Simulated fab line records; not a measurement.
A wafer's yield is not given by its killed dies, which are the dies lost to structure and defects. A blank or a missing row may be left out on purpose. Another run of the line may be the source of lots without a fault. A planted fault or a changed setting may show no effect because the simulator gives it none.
Chamber matching | flow n5Finfet | N5_HKMG_FIN_ETCH_67 on rieDiel-01 has 4 sister chambers
The step etches SOC in N2/H2, stops on TiN, target depth 388.9 nm. 4 wafers are shown with their chamber, then 8 later ones without.

## EACH WAFER AND ITS CHAMBER
wafer  | chamber | showerheadPlenumPTorr (Torr)
L081.2 | 1       | 2.51
L082.1 | 0       | 2.44
L082.3 | 3       | 2.32
L084.1 | 2       | 2.63

## WAFERS WHOSE CHAMBER IS MISSING
wafer  | showerheadPlenumPTorr (Torr)
L084.3 | 2.44
L084.4 | 2.50
L094.1 | 2.62
L094.3 | 2.43
L094.4 | 2.49
L097.1 | 2.31
L097.5 | 2.62
L097.6 | 2.31

## CHAMBER TAKEN BY EACH
wafer  | from the rows above | in truth
L084.3 | 0                   | 0
L084.4 | 1                   | 1
L094.1 | 2                   | 2
L094.3 | 0                   | 0
L094.4 | 1                   | 1
L097.1 | 3                   | 3
L097.5 | 2                   | 2
L097.6 | 3                   | 3
8 of 8 placed correctly. Number that these rows cannot place: 0. 0 placed wrongly.
How it was worked out, from the rows above alone: a wafer's distance from a chamber is the root of the sum, over the readings, of the square of ((its reading less the chamber's mean) divided by the reading's scatter). If the next closest chamber is less than 2 further off than the closest, the wafer can't be placed; otherwise it belongs to the closest. Each chamber's mean is taken over the wafers shown for it. The scatter: root of mean squared gap, hidden wafer to nearest shown wafer, with one shown wafer a chamber.
